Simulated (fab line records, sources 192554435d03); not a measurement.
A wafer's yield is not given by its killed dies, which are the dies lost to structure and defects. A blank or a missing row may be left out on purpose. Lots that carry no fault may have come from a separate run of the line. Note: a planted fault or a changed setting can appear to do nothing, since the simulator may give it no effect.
Chamber matching    flow n5Finfet    4 sister chambers for N5_FIN_SAQP_ETCH_51 on rieDiel-05
The step etches SiARC in CF4, target depth 45.5 nm, time 75.8 s. 7 wafers are shown with their chamber, then 7 later ones without.

## WAFERS, EACH WITH ITS CHAMBER
wafer   chamber  drypumpMotorCurrentA (A)  showerheadPlenumPTorr (Torr)
L075.4  1        6.3                       2.11
L078.4  2        5.7                       2.14
L087.6  2        5.7                       2.13
L093.5  3        5.5                       2.23
L093.6  0        6.2                       2.15
L095.1  0        6.1                       2.15
L095.4  3        5.5                       2.22

## WAFERS MISSING THEIR CHAMBER
wafer   drypumpMotorCurrentA (A)  showerheadPlenumPTorr (Torr)
L095.6  6.1                       2.15
L096.1  6.1                       2.15
L096.3  6.3                       2.10
L096.6  6.1                       2.15
L097.1  5.5                       2.22
L097.2  6.1                       2.15
L097.6  5.7                       2.13

## CHAMBER TAKEN BY EACH
wafer   from the rows above  in truth
L095.6  0                    0
L096.1  0                    0
L096.3  1                    1
L096.6  0                    0
L097.1  3                    3
L097.2  0                    0
L097.6  2                    2
Correct placement for 7 of the 7. Not placeable from these rows: 0. Number placed wrongly: 0.
How it was worked out, from the rows above alone: a wafer's distance from a chamber is the root of the sum, over the readings, of the square of ((its reading less the chamber's mean) divided by the reading's scatter). The wafer belongs to the nearest chamber; if the next one is less than 2 further off, it can't be placed. Each chamber's mean is taken over the wafers shown for it. The scatter: the root of (the sum of the squares of (reading less its chamber's mean) over the shown wafers, divided by (wafers less chambers)).
